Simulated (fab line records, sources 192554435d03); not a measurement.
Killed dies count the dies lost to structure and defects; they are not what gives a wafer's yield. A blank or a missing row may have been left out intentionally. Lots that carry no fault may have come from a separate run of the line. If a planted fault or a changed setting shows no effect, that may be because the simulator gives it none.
Which tool was responsible?	flow n5Finfet	33 wafers sampled from 11 lots at 1 step of a route of 1938

WHAT THE GAUGES SHOWED, per wafer
N5_BEOL_M12_THK_MEAS_01. Usual: M12_ILD_THK typically reads 658 nm, with standard deviation 9.6.
lot	measured	on	M12_ILD_THK (nm)	flag
L612	day 10 19:22	filmMetro-02	660 653 669	
L613	day 10 21:39	filmMetro-02	660 666 663	
L614	day 11 11:14	filmMetro-02	641 652 662	
L617	day 11 19:47	filmMetro-02	663 654 657	
L620	day 13 05:16	filmMetro-02	660 674 662	
L623	day 13 22:53	filmMetro-02	653 638 651	
L627	day 14 08:23	filmMetro-02	639 652 662	
L626	day 14 12:07	filmMetro-02	645 645 667	
L625	day 14 15:13	filmMetro-01	654 669 669	
L628	day 15 04:55	filmMetro-02	648 661 664	
L629	day 17 04:23	filmMetro-01	661 678 666	

EACH LOT AND THE TOOL THAT RAN IT (in order: tool; ch and the chambers of the sampled wafers; start)
There is no process step in the record ahead of these readings.

WHAT THE TOOLS THEMSELVES READ (means of the sampled wafers that have a number; where no wafer has one, the mark that the record gives instead)
The record holds no such reading with a usual standard deviation.

THE ANSWER, worked out from the rows above alone
Rule: a lot counts as off when the mean over its wafers that have a number is more than 3 standard deviations away from the usual mean. A lot without any number at a reading at which 4 lots or more have one is off too. Any other lot the step has rows for is counted as sound. The gauges are gone through in route order, then the tools' own readings, and for those a lot's mean is taken as printed above. At the first step where some lot is off, the reading lying furthest off is the one used; lots without a number count as furthest.
No lot is off on any of the readings shown, so nothing can be concluded from this.

WHAT THE SIMULATOR HAD INSERTED
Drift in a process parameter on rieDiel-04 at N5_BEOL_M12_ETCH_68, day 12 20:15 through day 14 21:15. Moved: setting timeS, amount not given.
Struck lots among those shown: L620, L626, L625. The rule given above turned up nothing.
